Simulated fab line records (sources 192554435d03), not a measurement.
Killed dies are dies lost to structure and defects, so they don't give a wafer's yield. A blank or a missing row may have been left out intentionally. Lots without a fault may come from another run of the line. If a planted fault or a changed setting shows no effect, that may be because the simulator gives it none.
fab line records	flow n5_finfet
[record] lots = 7	wafers = 39
route steps=1938 shown BEOL_M1@754 BEOL_M5@1112 BEOL_M8@1371 BEOL_M12@1637 BEOL_M14@1751 MIM_BOT_LITHO@1860
start_h: hours from the record's first day to the start of the lot's first wafer shown	wait_h: time in hours since the lot's previous step	" the same as in the row above	L1.1+2: several wafers, shown together as one row	- either no value or no given start	* or withheld: withheld	< > ~ a bound
route shown NAME@n: names a module that has steps shown in the file, with the first one's number in the route	usual: average and standard deviation across the fault-free wafers	same: alike in all rows	chamber/n: place in a boat	sites: the reading at each site	_std_site: standard deviation of those values	_edge_site: mean of outer sites minus mean of inner sites	radius_mm: how far each site lies from the wafer's centre	mask NAME#n: copy n	behind: the last tool/chamber to shape the wafer	hold: why the lot was held/for how many hours/how that ended	device: the n, p or np transistor that did not switch	end of line: the route-end tests of the same wafers	a step with no rows: only its recipe	killed: the dies lost at the first sort to structure and to defects; this is not the yield of the wafer	map: dies across one wafer; x = killed, . = not, _ = none there
set.NAME: setting as actually run; set.NAME@STEP: the setting as run at that earlier step	model.NAME: the simulator's own value behind a step, which no gauge read
lots whose settings were changed on purpose; a table a step, a row a wafer
[[steps]]
[step N5_BEOL_M1_HM_DEP_02]
[recipe] material = TiN	target_thk_a = 200	temp_c = 25	chamber_pressure_pa = 0.49996
lot.wafer	tool	chamber	start_h	wait_h	set.target_thk_a	model.TiN_of_BEOL_M1_HM_DEP_02.thk_nm
L078.1	pvd_sputter-02	-	147.22	2.0	200	20.2
L078.2+3+5+6	"	-	"	"	200	20
L078.4	"	-	"	"	200	19.8
L083.1+3	pvd_sputter-03	-	182.38	1.7	200	19.6
L083.4	"	-	"	"	200	19.8
L084.1+3+5	pvd_sputter-03	-	193.93	2.1	200	19.8
L084.2	"	-	"	"	200	20
L084.4+6	"	-	"	"	200	20.2
L086.1	pvd_sputter-01	-	218.44	1.7	123.2	12.2
L086.2+4	"	-	"	"	200	19.8
L086.3+6	"	-	"	"	123.2	12.4
L086.5	"	-	"	"	200	20
L091.1+6	pvd_sputter-03	-	224.23	0.9	307.1	30.4
L091.2+4	"	-	"	"	200	19.8
L091.3	"	-	"	"	307.1	30.8
L091.5	"	-	"	"	200	19.6
L094.1+3	pvd_sputter-03	-	250.81	3.6	200	19.8
L094.2+5	"	-	"	"	200	19.6
L094.4	"	-	"	"	200	20
L094.6	"	-	"	"	200	20.2
L097.1	pvd_sputter-03	-	267.35	0.0	200	19.6
L097.2	"	-	"	"	200	19.4
L097.3+6	"	-	"	"	269	26.6
L097.4	"	-	"	"	200	20
L097.5	"	-	"	"	269	26.8
[step N5_BEOL_M1_COAT_61]
[recipe] resist = SOC	temp_c = 250	time_s = 60	spin_rpm = 1500	resist_thk_nm = 60
[step N5_BEOL_M1_COAT_62]
[recipe] resist = SiARC	temp_c = 220	time_s = 60	spin_rpm = 1500	resist_thk_nm = 12
[step N5_BEOL_M1_STRIP_75]
[recipe] chemistry = N2/H2	temp_c = 40	n2_flow_sccm = 200	h2_flow_sccm = 200	rf_frequency_hz = 6e+07
[step N5_BEOL_M1_STRIP_66]
[recipe] chemistry = CF4	resist = SiARC	power_w = 300	bias_power_w = 75	pressure_mtorr = 50	cf4_flow_sccm = 150	rf_frequency_hz = 6e+07
[step N5_BEOL_M1_HM_OPEN_17]
[recipe] chemistry = Cl2/BCl3	target_depth_a = 200	overetch_a = 60	target = TiN	mask_material = SOC	ion_energy_ev = 150	pressure_mtorr = 10	icp_w = 1000	bias_w = 126	Cl2_flow_sccm = 53.25	bcl3_flow_sccm = 21.75	Ar_flow_sccm = 25
lot.wafer	tool	chamber	start_h	wait_h	set.target_thk_a@BEOL_M1_HM_DEP_02	model.etch.depth_nm
L078.1	rie_metal-03	0	148.13	0.0	200	20.16
L078.2	"	1	"	"	200	20.06
L078.3	"	0	"	"	200	19.92
L078.4	"	1	"	"	200	19.84
L078.5	"	0	"	"	200	20.01
L078.6	"	1	"	"	200	20.08
L083.1	rie_metal-03	0	183.23	0.0	200	19.67
L083.3	"	0	"	"	200	19.69
L083.4	"	1	"	"	200	19.88
L084.1	rie_metal-01	0	194.72	0.0	200	19.7
L084.2	"	1	"	"	200	19.93
L084.3	"	1	"	"	200	19.8
L084.4	"	0	"	"	200	20.17
L084.5	"	1	"	"	200	19.75
L084.6	"	0	"	"	200	20.15
L086.1	rie_metal-03	1	219.32	0.0	123.2	12.12
L086.2+4	"	1	"	"	200	19.8
L086.3+6	"	1	"	"	123.2	12.49
L086.5	"	1	"	"	200	20.01
L091.1	rie_metal-01	0	225.63	0.0	307.1	25.6
L091.2	"	1	"	"	200	19.73
L091.3	"	1	"	"	307.1	26.55
L091.4	"	0	"	"	200	19.79
L091.5	"	0	"	"	200	19.53
L091.6	"	1	"	"	307.1	26.31
L094.1	rie_metal-01	1	251.89	0.0	200	19.89
L094.2	"	0	"	"	200	19.53
L094.3	"	1	"	"	200	19.73
L094.4	"	0	"	"	200	20.07
L094.5	"	1	"	"	200	19.6
L094.6	"	0	"	"	200	20.2
L097.1	rie_metal-02	1	268.11	0.0	200	19.68
L097.2	"	0	"	"	200	19.49
L097.3	"	0	"	"	269	24.97
L097.4	"	1	"	"	200	19.93
L097.5	"	0	"	"	269	25.06
L097.6	"	1	"	"	269	25.32
[step N5_BEOL_M1_STRIP_19]
[recipe] chemistry = O2	power_w = 400	temp_c = 40	pressure_mtorr = 30	rf_frequency_hz = 6e+07	bias_power_w = 0	overash_fraction = 0.2	o2_flow_sccm = 225
[step N5_BEOL_M1_ETCH_41]
[recipe] chemistry = CH3F/O2	target = SiCN	target_depth_a = 319	taper_deg = 2	time_s = 57.8	ion_energy_ev = 120	mask_material = TiN	pressure_mtorr = 30	source_w = 395	bias_w = 75	Ar_flow_sccm = 150	CH3F_flow_sccm = 30	O2_flow_sccm = 20
[step N5_BEOL_M1_STRIP_97]
[recipe] chemistry = N2/H2	time_s = 10	power_w = 450	temp_c = 40	pressure_mtorr = 20	rf_frequency_hz = 6e+07	bias_power_w = 7	n2_flow_sccm = 200	h2_flow_sccm = 200
[step N5_BEOL_M1_OCD_MEAS_38]
[usual] trench_depth_nm = 55.4/1.1
lot.wafer	tool	chamber	start_h	wait_h	set.target_thk_a@BEOL_M1_HM_DEP_02	trench_depth_nm
L078.1	ocd-01	-	165.96	-	200	55.4
L078.2	"	-	"	"	200	56.8
L078.3	"	-	"	"	200	54.5
L078.4	"	-	"	"	200	54.8
L078.5	"	-	"	"	200	55.3
L078.6	"	-	"	"	200	55.6
L083.1	ocd-01	-	187.30	-	200	57.1
L083.3	"	-	"	"	200	55.4
L083.4	"	-	"	"	200	56.5
L084.1	ocd-01	-	199.42	-	200	56.3
L084.2	"	-	"	"	200	54.2
L084.3	"	-	"	"	200	54.6
L084.4	"	-	"	"	200	53.6
L084.5	"	-	"	"	200	56.3
L084.6	"	-	"	"	200	54.2
L086.1	ocd-01	-	228.53	-	123.2	57.5
L086.2	"	-	"	"	200	55.7
L086.3	"	-	"	"	123.2	55.4
L086.4	"	-	"	"	200	56.9
L086.5	"	-	"	"	200	55.4
L086.6	"	-	"	"	123.2	58.1
L091.1	ocd-01	-	242.64	-	307.1	0.9
L091.2	"	-	"	"	200	55.2
L091.3	"	-	"	"	307.1	2.0
L091.4	"	-	"	"	200	54.4
L091.5	"	-	"	"	200	54.8
L091.6	"	-	"	"	307.1	3.3
L094.1	ocd-01	-	267.16	-	200	56.0
L094.2	"	-	"	"	200	54.0
L094.3	"	-	"	"	200	56.6
L094.4	"	-	"	"	200	56.1
L094.5	"	-	"	"	200	55.0
L094.6	"	-	"	"	200	56.8
L097.1	ocd-02	-	278.60	-	200	54.5
L097.2	"	-	"	"	200	54.7
L097.3	"	-	"	"	269	44.7
L097.4	"	-	"	"	200	57.0
L097.5	"	-	"	"	269	42.3
L097.6	"	-	"	"	269	49.7
[step N5_BEOL_M5_ILD_DEP_00]
[recipe] material = SiCOH_lowk	target_thk_a = 1406.4	temp_c = 300	precursor = DEMS/porogen	pressure_torr = 5	rf_w = 500	time_s = 25.9
lot.wafer	tool	chamber	start_h	wait_h	set.time_s	model.SiCOH_lowk_of_BEOL_M5_ILD_DEP_00.thk_nm
L078.1	pecvd-03	0	238.65	0.8	19.99	105.2
L078.2	"	2	"	"	19.99	108.8
L078.3	"	1	"	"	25.9	137
L078.4	"	0	"	"	25.9	140.2
L078.5	"	1	"	"	25.9	140
L078.6	"	2	"	"	19.99	109.6
L084.1	pecvd-04	2	290.04	0.8	25.9	140.4
L084.2	"	1	"	"	18.98	104
L084.3	"	0	"	"	25.9	139.4
L084.4	"	1	"	"	18.98	106.2
L084.5	"	0	"	"	25.9	142.8
L084.6	"	2	"	"	18.98	107
L083.1	pecvd-04	1	305.35	0.8	25.9	140.6
L083.3	"	0	"	"	25.9	140.2
L083.4	"	1	"	"	25.9	142
L086.1+2	pecvd-02	2,1	342.58	0.8	25.9	140.8
L086.3	"	0	"	"	25.9	138.6
L086.4	"	2	"	"	25.9	141
L086.5	"	1	"	"	25.9	141.2
L086.6	"	0	"	"	25.9	141.6
L091.1	pecvd-04	1	343.30	0.8	25.9	138.6
L091.2	"	0	"	"	25.9	139.8
L091.3	"	2	"	"	25.9	140
L091.4	"	2	"	"	25.9	143.8
L091.5	"	1	"	"	25.9	142.2
L091.6	"	0	"	"	25.9	141.2
L094.1	pecvd-03	2	368.87	0.8	30.38	164
L094.2	"	1	"	"	30.38	164.2
L094.3	"	0	"	"	25.9	139.6
L094.4	"	1	"	"	30.38	166
L094.5	"	0	"	"	25.9	141.4
L094.6	"	2	"	"	25.9	144.6
L097.1	pecvd-03	2	378.13	0.8	25.9	142
L097.2	"	1	"	"	25.9	139.8
L097.3	"	0	"	"	25.9	138.2
L097.4	"	1	"	"	25.9	140.2
L097.5	"	2	"	"	25.9	143.6
L097.6	"	0	"	"	25.9	141.4
[step N5_BEOL_M5_CURE_79]
[recipe] temp_c = 385	time_s = 240	ambient = He/Ar	material = SiCOH_lowk
lot.wafer	tool	chamber	start_h	wait_h	set.time_s@BEOL_M5_ILD_DEP_00	model.SiCOH_lowk_of_BEOL_M5_ILD_DEP_00.thk_nm
L078.1	uv_cure-02	0	238.71	0.0	19.99	90.4
L078.2	"	0	"	"	19.99	93.4
L078.3	"	0	"	"	25.9	117.8
L078.4	"	0	"	"	25.9	120.6
L078.5	"	0	"	"	25.9	120.4
L078.6	"	0	"	"	19.99	94.2
L084.1	uv_cure-02	1	290.10	0.0	25.9	120.8
L084.2	"	1	"	"	18.98	89.2
L084.3	"	1	"	"	25.9	120
L084.4	"	1	"	"	18.98	91.2
L084.5	"	1	"	"	25.9	123
L084.6	"	1	"	"	18.98	92
L083.1	uv_cure-01	1	305.58	0.2	25.9	121
L083.3	"	1	"	"	25.9	120.6
L083.4	"	1	"	"	25.9	122.2
L086.1+4	uv_cure-01	2	342.64	0.0	25.9	121.2
L086.2	"	2	"	"	25.9	121
L086.3	"	2	"	"	25.9	119.2
L086.5	"	2	"	"	25.9	121.6
L086.6	"	2	"	"	25.9	121.8
L091.1	uv_cure-02	1	343.36	0.0	25.9	119.2
L091.2	"	1	"	"	25.9	120.4
L091.3	"	1	"	"	25.9	120.6
L091.4	"	1	"	"	25.9	123.6
L091.5	"	1	"	"	25.9	122.4
L091.6	"	1	"	"	25.9	121.6
L094.1	uv_cure-01	1	368.93	0.0	30.38	141.2
L094.2	"	1	"	"	30.38	141.4
L094.3	"	1	"	"	25.9	120
L094.4	"	1	"	"	30.38	143
L094.5	"	1	"	"	25.9	121.6
L094.6	"	1	"	"	25.9	124.4
L097.1	uv_cure-02	0	378.19	0.0	25.9	122.2
L097.2	"	0	"	"	25.9	120.2
L097.3	"	0	"	"	25.9	118.8
L097.4	"	0	"	"	25.9	120.6
L097.5	"	0	"	"	25.9	123.6
L097.6	"	0	"	"	25.9	121.6
[step N5_BEOL_M5_THK_MEAS_01]
[recipe] reads = SiCOH_lowk_of_BEOL_M5_ILD_DEP_00
[usual] M5_ILD_THK = 120.9/1.7
lot.wafer	tool	chamber	start_h	wait_h	set.time_s@BEOL_M5_ILD_DEP_00	M5_ILD_THK[nm]
L078.1	film_metro-02	-	239.23	0.4	19.99	90.4
L078.2	"	-	"	"	19.99	93.3
L078.3	"	-	"	"	25.9	117.9
L078.4	"	-	"	"	25.9	120.6
L078.5	"	-	"	"	25.9	120.3
L078.6	"	-	"	"	19.99	94.2
L084.1	film_metro-02	-	290.61	0.4	25.9	120.7
L084.2	"	-	"	"	18.98	89.2
L084.3	"	-	"	"	25.9	120.0
L084.4	"	-	"	"	18.98	91.3
L084.5	"	-	"	"	25.9	122.9
L084.6	"	-	"	"	18.98	91.9
L083.1	film_metro-01	-	306.09	0.4	25.9	121.1
L083.3	"	-	"	"	25.9	120.6
L083.4	"	-	"	"	25.9	122.2
L086.1	film_metro-01	-	343.15	0.4	25.9	121.2
L086.2	"	-	"	"	25.9	121.1
L086.3	"	-	"	"	25.9	119.3
L086.4	"	-	"	"	25.9	121.1
L086.5	"	-	"	"	25.9	121.5
L086.6	"	-	"	"	25.9	121.9
L091.1	film_metro-02	-	343.87	0.4	25.9	119.3
L091.2	"	-	"	"	25.9	120.3
L091.3	"	-	"	"	25.9	120.6
L091.4	"	-	"	"	25.9	123.8
L091.5	"	-	"	"	25.9	122.4
L091.6	"	-	"	"	25.9	121.6
L094.1	film_metro-01	-	369.44	0.4	30.38	141.3
L094.2	"	-	"	"	30.38	141.4
L094.3	"	-	"	"	25.9	120.1
L094.4	"	-	"	"	30.38	143.0
L094.5	"	-	"	"	25.9	121.6
L094.6	"	-	"	"	25.9	124.4
L097.1	film_metro-02	-	378.70	0.4	25.9	122.1
L097.2	"	-	"	"	25.9	120.3
L097.3	"	-	"	"	25.9	118.8
L097.4	"	-	"	"	25.9	120.9
L097.5	"	-	"	"	25.9	123.6
L097.6	"	-	"	"	25.9	121.8
[step N5_BEOL_M8_ETCH_66]
[recipe] chemistry = N2/H2	target = SOC	target_depth_a = 800	overetch_a = 160	mask_material = SiARC	temp_c = 40	time_s = 120	ion_energy_ev = 200	pressure_mtorr = 30	source_w = 840	bias_w = 150	n2_flow_sccm = 200	h2_flow_sccm = 200
lot.wafer	tool	chamber	start_h	wait_h	set.target_depth_a	model.SiARC_of_BEOL_M8_COAT_64.thk_nm	model.BEOL_M8.cd_nm
L078.1	rie_diel-02	1	281.63	0.0	589.1	7.8	39.4
L078.2	"	2	"	"	800	6.4	39.4
L078.3	"	0	"	"	800	6.6	40.2
L078.4	"	3	"	"	589.1	7.4	39.2
L078.5	"	3	"	"	800	6.2	40
L078.6	"	2	"	"	589.1	7.6	39
L084.1+3+4	rie_diel-05	2,1,2	321.33	0.0	1096	4.8	41
L084.2	"	3	"	"	800	6.6	39.6
L084.5	"	3	"	"	800	6.6	40
L084.6	"	1	"	"	800	6.4	40.4
L083.1	rie_diel-05	1	337.82	0.0	800	6.4	40
L083.3	"	0	"	"	800	6.2	40.4
L083.4	"	0	"	"	800	6.2	40
L091.1	rie_diel-02	0	378.86	0.0	800	6.6	40.2
L091.2	"	3	"	"	580.9	7.6	39
L091.3	"	1	"	"	800	6.6	39.8
L091.4	"	2	"	"	580.9	7.6	39.4
L091.5	"	3	"	"	800	6.2	39.6
L091.6	"	0	"	"	580.9	7.8	39.4
L086.1	rie_diel-05	2	388.40	0.0	1022	5.2	40.8
L086.2	"	3	"	"	1022	5.2	40.4
L086.3	"	1	"	"	1022	5.2	40.6
L086.4	"	0	"	"	800	6.2	40.4
L086.5+6	"	3,2	"	"	800	6.4	40.2
L094.1+5	rie_diel-05	1,3	403.49	0.0	800	6.4	40.2
L094.2	"	3	"	"	362	9	39.2
L094.3	"	2	"	"	362	9	38.8
L094.4	"	0	"	"	800	6.2	40
L094.6	"	0	"	"	362	8.8	39
L097.1+5	rie_diel-05	3,2	409.40	0.0	475.8	8.4	39
L097.2	"	1	"	"	800	6.4	40
L097.3	"	0	"	"	800	6.4	39.8
L097.4	"	2	"	"	800	6.6	39.8
L097.6	"	3	"	"	475.8	8.4	39.2
[step N5_BEOL_M12_ETCH_68]
[recipe] chemistry = N2/H2	target = SOC	mask_material = SiARC	source_w = 3000	bias_w = 350	temp_c = 40	time_s = 285	ion_energy_ev = 200	pressure_mtorr = 30	n2_flow_sccm = 200	h2_flow_sccm = 200
lot.wafer	tool	chamber	start_h	wait_h	set.time_s	model.SiARC_of_BEOL_M12_COAT_66.thk_nm
L078.1	rie_diel-02	0	311.01	0.1	285	86
L078.2	"	1	"	"	444.9	71.6
L078.3	"	3	"	"	285	85.6
L078.4	"	2	"	"	285	85.2
L078.5	"	3	"	"	444.9	72
L078.6	"	2	"	"	444.9	71.8
L084.1	rie_diel-03	0	355.06	0.1	358.4	79.2
L084.2+6	"	3,1	"	"	358.4	79
L084.3	"	2	"	"	285	85.4
L084.4	"	1	"	"	285	85.6
L084.5	"	2	"	"	285	85.8
L083.1	rie_diel-03	1	370.52	0.1	285	85.8
L083.3+4	"	2,3	"	"	285	85.4
L091.1	rie_diel-03	3	408.80	0.1	190.7	93.6
L091.2+5	"	1,2	"	"	285	85.8
L091.3	"	0	"	"	285	86
L091.4	"	2	"	"	190.7	94.4
L091.6	"	3	"	"	190.7	93.4
L086.1	rie_diel-02	0	418.89	0.1	285	87
L086.2	"	3	"	"	285	86.4
L086.3	"	2	"	"	133.9	98.6
L086.4	"	0	"	"	285	86.8
L086.5	"	3	"	"	133.9	99
L086.6	"	2	"	"	133.9	98.8
L094.1	rie_diel-05	0	430.12	0.1	285	85.2
L094.2	"	1	"	"	379.7	77.8
L094.3	"	2	"	"	285	86
L094.4	"	3	"	"	379.7	77.2
L094.5	"	1	"	"	285	86.2
L094.6	"	0	"	"	379.7	76.4
L097.1	rie_diel-05	2	436.15	0.1	285	86.4
L097.2	"	3	"	"	386.5	77.4
L097.3	"	0	"	"	386.5	76.2
L097.4	"	1	"	"	285	86
L097.5	"	1	"	"	386.5	77.6
L097.6	"	0	"	"	285	84.8
[step N5_BEOL_M14_ETCH_68]
[recipe] chemistry = N2/H2	target = SOC	mask_material = SiARC	source_w = 3000	bias_w = 350	temp_c = 40	time_s = 450	ion_energy_ev = 200	pressure_mtorr = 30	n2_flow_sccm = 200	h2_flow_sccm = 200
lot.wafer	tool	chamber	start_h	wait_h	set.time_s	model.SiARC_of_BEOL_M14_COAT_66.thk_nm
L078.1	rie_diel-03	1	321.57	0.1	450	65.8
L078.2	"	3	"	"	311.3	78.2
L078.3	"	0	"	"	450	64.8
L078.4	"	2	"	"	311.3	78.6
L078.5	"	0	"	"	311.3	79
L078.6	"	3	"	"	450	64.4
L084.1	rie_diel-05	2	368.63	0.1	265.7	83.2
L084.2	"	1	"	"	450	64.4
L084.3	"	0	"	"	450	63.8
L084.4	"	3	"	"	265.7	83.6
L084.5	"	3	"	"	265.7	82.8
L084.6	"	2	"	"	450	64.8
L083.1+4	rie_diel-02	1	385.47	0.1	450	64.6
L083.3	"	0	"	"	450	65.8
L091.1	rie_diel-03	3	422.53	0.1	450	64.8
L091.2	"	1	"	"	450	65.4
L091.3	"	2	"	"	181.8	91.4
L091.4	"	0	"	"	181.8	91.8
L091.5	"	0	"	"	450	65.2
L091.6	"	3	"	"	181.8	91.6
L086.1	rie_diel-05	1	430.84	0.1	450	65.4
L086.2	"	3	"	"	564.1	53.2
L086.3	"	2	"	"	564.1	54.2
L086.4	"	0	"	"	564.1	51.8
L086.5	"	3	"	"	450	64.6
L086.6	"	0	"	"	450	63.6
L094.1	rie_diel-02	2	443.54	0.1	450	65.4
L094.2+5	"	3,2	"	"	450	65.6
L094.3	"	0	"	"	450	66.4
L094.4	"	1	"	"	450	64.4
L094.6	"	1	"	"	450	64.8
L097.1+4	rie_diel-05	3,2	455.44	0.1	450	65.4
L097.2	"	1	"	"	450	65.2
L097.3	"	0	"	"	450	64
L097.5	"	3	"	"	450	65
L097.6	"	0	"	"	450	63.2
[step N5_MIM_BOT_LITHO_DEVELOP_07]
[recipe] develop_time_s = 60	rinse_liquid = diw	dry = air_spin	dev_temp_c = 21
lot.wafer	tool	chamber	start_h	wait_h	set.develop_time_s
L078.1+2+6	litho_track-03	0	-	-	47.38
L078.3+4+5	"	0	"	"	60
L084.1+2+3+4+5+6	litho_track-03	0	-	-	60
L083.1+3+4	litho_track-04	0	-	-	60
L091.1+4+5	litho_track-04	0	-	-	60
L091.2+3+6	"	0	"	"	27.8
L086.1+3+4	litho_track-03	0	-	-	83.27
L086.2+5+6	"	0	"	"	60
L094.1+3+6	litho_track-03	0	-	-	43.11
L094.2+4+5	"	0	"	"	60
L097.1+2+3+4+5+6	litho_track-03	0	-	-	60
[step N5_MIM_BOT_LITHO_HARDBAKE_09]
[recipe] temp_c = 130	time_s = 120
[step N5_MIM_BOT_LITHO_CD_MEAS_08]
[recipe] target_cd_nm = 3000	landing_energy_ev = 500	detector = se_inlens	polarity = opening
[usual] cd_nm = 2998.5/2
lot.wafer	tool	chamber	start_h	wait_h	set.develop_time_s@MIM_BOT_LITHO_DEVELOP_07	cd_nm
L078.1	cd_sem-02	0	340.78	-	47.38	2997.6
L078.2	"	0	"	"	47.38	2997.2
L078.3	"	0	"	"	60	3002.5
L078.4	"	0	"	"	60	3001.2
L078.5	"	0	"	"	60	3001.8
L078.6	"	0	"	"	47.38	2995.4
L084.1	cd_sem-01	0	381.61	-	60	2996.9
L084.2	"	0	"	"	60	3000.3
L084.3	"	0	"	"	60	2996.4
L084.4	"	0	"	"	60	2998.4
L084.5	"	0	"	"	60	2996.1
L084.6	"	0	"	"	60	2996.5
L083.1	cd_sem-03	0	401.50	-	60	3000.9
L083.3	"	0	"	"	60	3001.5
L083.4	"	0	"	"	60	3000.6
L091.1	cd_sem-03	0	440.37	-	60	2999.9
L091.2	"	0	"	"	27.8	2982.7
L091.3	"	0	"	"	27.8	2982.0
L091.4	"	0	"	"	60	2999.3
L091.5	"	0	"	"	60	2997.9
L091.6	"	0	"	"	27.8	2984.9
L086.1	cd_sem-02	0	446.18	-	83.27	3004.0
L086.2	"	0	"	"	60	2999.3
L086.3	"	0	"	"	83.27	3007.1
L086.4	"	0	"	"	83.27	3004.3
L086.5	"	0	"	"	60	3001.3
L086.6	"	0	"	"	60	2998.6
L094.1	cd_sem-02	0	460.35	-	43.11	2991.6
L094.2	"	0	"	"	60	2998.3
L094.3	"	0	"	"	43.11	2994.4
L094.4	"	0	"	"	60	3000.5
L094.5	"	0	"	"	60	2999.0
L094.6	"	0	"	"	43.11	2995.1
L097.1	cd_sem-01	0	470.23	-	60	2998.4
L097.2	"	0	"	"	60	3001.1
L097.3	"	0	"	"	60	2998.3
L097.4	"	0	"	"	60	2998.3
L097.5	"	0	"	"	60	2996.5
L097.6	"	0	"	"	60	2996.2
[[key]]
[split] step = N5_BEOL_M1_HM_DEP_02	setting = target_thk_a	stated = 200	by = wafer
[response] step = N5_BEOL_M1_HM_DEP_02	reading = model.TiN_of_BEOL_M1_HM_DEP_02.thk_nm	change = +0.2	per = 1%	r = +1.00
[response] step = N5_BEOL_M1_HM_OPEN_17	reading = model.etch.depth_nm	change = +0.148	per = 1%	r = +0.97
[response] step = N5_BEOL_M1_OCD_MEAS_38	reading = trench_depth_nm	shape = bent	at_lowest = 57.0	at_stated = 55.4	at_highest = 2.1
[split] step = N5_BEOL_M5_ILD_DEP_00	setting = time_s	stated = 25.9	by = wafer
[response] step = N5_BEOL_M5_ILD_DEP_00	reading = model.SiCOH_lowk_of_BEOL_M5_ILD_DEP_00.thk_nm	change = +1.33	per = 1%	r = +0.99
[response] step = N5_BEOL_M5_CURE_79	reading = model.SiCOH_lowk_of_BEOL_M5_ILD_DEP_00.thk_nm	change = +1.16	per = 1%	r = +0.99
[response] step = N5_BEOL_M5_THK_MEAS_01	reading = M5_ILD_THK	change = +1.15	per = 1%	r = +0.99
[split] step = N5_BEOL_M8_ETCH_66	setting = target_depth_a	stated = 800	by = wafer
[response] step = N5_BEOL_M8_ETCH_66	reading = model.SiARC_of_BEOL_M8_COAT_64.thk_nm	change = -0.0463	per = 1%	r = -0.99
[response] step = N5_BEOL_M8_ETCH_66	reading = model.BEOL_M8.cd_nm	change = +0.0212	per = 1%	r = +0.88
[split] step = N5_BEOL_M12_ETCH_68	setting = time_s	stated = 285	by = wafer
[response] step = N5_BEOL_M12_ETCH_68	reading = model.SiARC_of_BEOL_M12_COAT_66.thk_nm	change = -0.242	per = 1%	r = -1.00
[split] step = N5_BEOL_M14_ETCH_68	setting = time_s	stated = 450	by = wafer
[response] step = N5_BEOL_M14_ETCH_68	reading = model.SiARC_of_BEOL_M14_COAT_66.thk_nm	change = -0.449	per = 1%	r = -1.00
[split] step = N5_MIM_BOT_LITHO_DEVELOP_07	setting = develop_time_s	stated = 60	by = wafer
[response] step = N5_MIM_BOT_LITHO_CD_MEAS_08	reading = cd_nm	change = +0.235	per = 1%	r = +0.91
